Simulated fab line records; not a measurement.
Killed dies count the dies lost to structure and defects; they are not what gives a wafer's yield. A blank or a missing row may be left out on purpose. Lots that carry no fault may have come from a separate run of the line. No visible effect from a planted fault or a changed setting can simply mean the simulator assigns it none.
Chamber matching + flow nandHarc + NHARC_A_BLC_ETCH_16 on rieDiel-07 has 4 sister chambers
The step etches the open film in CF4, target depth 39 nm, time 65 s. 14 wafers are shown with their chamber, then 7 later ones without.

EACH WAFER AND ITS CHAMBER
| wafer  | chamber | drypumpMotorCurrentA (A) | runLengthS (s) | rfVppV (V) |
|--------|---------|--------------------------|----------------|------------|
| L283.4 | 2       | 5.4                      | 86.5           | 152.3      |
| L283.5 | 2       | 5.4                      | 86.1           | 150.8      |
| L283.6 | 3       | 5.9                      | 86.6           | 150.6      |
| L285.1 | 2       | 5.3                      | 85.9           | 150.3      |
| L285.4 | 3       | 5.9                      | 87.0           | 148.9      |
| L285.5 | 1       | 4.7                      | 86.4           | 150.0      |
| L298.1 | 0       | 5.8                      | 85.8           | 151.8      |
| L298.2 | 2       | 5.3                      | 86.4           | 150.9      |
| L298.5 | 3       | 5.9                      | 86.5           | 150.1      |
| L302.3 | 1       | 4.7                      | 86.6           | 149.7      |
| L302.4 | 3       | 5.9                      | 86.2           | 150.2      |
| L302.5 | 3       | 5.9                      | 86.6           | 152.3      |
| L303.2 | 0       | 5.8                      | 85.5           | 150.9      |
| L303.4 | 3       | 5.9                      | 86.3           | 150.5      |

SIGNATURES, as means of the wafers listed above
| reading              | chamber 0 | chamber 1 | chamber 2 | chamber 3 | scatter within a chamber |
|----------------------|-----------|-----------|-----------|-----------|--------------------------|
| drypumpMotorCurrentA | 5.800     | 4.700     | 5.350     | 5.900     | 0.0316                   |
| runLengthS           | 85.650    | 86.500    | 86.225    | 86.533    | 0.262                    |
| rfVppV               | 151.350   | 149.850   | 151.075   | 150.433   | 0.932                    |
Rule: for each reading, subtract the chamber's mean from the wafer's reading, divide by that reading's scatter and square the result; add these up over the readings and take the root, which gives the wafer's distance from the chamber. The wafer belongs to the nearest chamber; if the next one is less than 2 further off, it can't be placed. The scatter is the square root of a quotient: the sum, over the shown wafers, of each reading's squared deviation from its chamber's mean, divided by wafers minus chambers.

WAFERS WITHOUT THEIR CHAMBER
| wafer  | drypumpMotorCurrentA (A) | runLengthS (s) | rfVppV (V) |
|--------|--------------------------|----------------|------------|
| L303.6 | 5.9                      | 86.5           | 149.0      |
| L304.2 | 5.9                      | 86.7           | 151.2      |
| L304.4 | 5.3                      | 86.2           | 152.0      |
| L304.6 | 4.6                      | 86.6           | 150.0      |
| L305.4 | 5.8                      | 85.6           | 151.6      |
| L305.5 | 4.6                      | 87.1           | 148.6      |
| L305.6 | 5.8                      | 85.6           | 151.2      |

EACH ONE'S CHAMBER
| wafer  | from the rows above | in truth |
|--------|---------------------|----------|
| L303.6 | 3                   | 3        |
| L304.2 | 3                   | 3        |
| L304.4 | 2                   | 2        |
| L304.6 | 1                   | 1        |
| L305.4 | 0                   | 0        |
| L305.5 | 1                   | 1        |
| L305.6 | 0                   | 0        |
Correct placement for 7 of the 7. Can't be placed from these rows: 0. Placed wrongly: 0.
